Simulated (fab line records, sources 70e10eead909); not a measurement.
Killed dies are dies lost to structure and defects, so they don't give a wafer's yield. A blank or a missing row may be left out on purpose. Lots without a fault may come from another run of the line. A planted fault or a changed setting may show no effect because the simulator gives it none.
Chamber matching | flow nand_harc | NHARC_A_STAIRCASE_DESCUM_270 on rie_diel-02: 4 sister chambers
The step chemistry O2, time 3 s. 7 wafers are shown with their chamber, then 8 later ones without.

WAFERS WITH THEIR CHAMBER
wafer  | chamber | showerhead_plenum_p_Torr (Torr) | drypump_motor_current_A (A)
L081.2 | 1       | 1.86                            | 5.9
L081.5 | 2       | 1.78                            | 5.1
L083.6 | 0       | 1.80                            | 6.2
L091.2 | 3       | 2.04                            | 5.9
L091.5 | 1       | 1.84                            | 5.9
L091.6 | 0       | 1.79                            | 6.2
L096.1 | 3       | 2.04                            | 6.0

WAFERS WITHOUT THEIR CHAMBER
wafer  | showerhead_plenum_p_Torr (Torr) | drypump_motor_current_A (A)
L096.2 | 2.08                            | 5.1
L096.6 | 2.04                            | 5.9
L096.3 | 1.84                            | 5.9
L096.4 | 1.79                            | 6.2
L096.5 | 2.08                            | 5.1
L097.1 | 2.07                            | 5.1
L097.5 | 1.84                            | 6.0
L097.6 | 1.78                            | 6.2

WHICH CHAMBER EACH WENT THROUGH
wafer  | from the rows above | in truth
L096.2 | 3                   | 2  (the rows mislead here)
L096.6 | 3                   | 3
L096.3 | 1                   | 1
L096.4 | 0                   | 0
L096.5 | 3                   | 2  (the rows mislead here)
L097.1 | 3                   | 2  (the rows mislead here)
L097.5 | 1                   | 1
L097.6 | 0                   | 0
Placed correctly: 5 of 8. Can't be placed from these rows: 0. Placed wrongly: 3.
How it was worked out, from the rows above alone: a wafer's distance from a chamber is the root of the sum, over the readings, of the square of ((its reading less the chamber's mean) divided by the reading's scatter). The wafer belongs to the nearest chamber; if the next one is less than 2 further off, it can't be placed. A chamber's mean is the mean of its shown wafers. The scatter: the root of (the sum of the squares of (reading less its chamber's mean) over the shown wafers, divided by (wafers less chambers)).
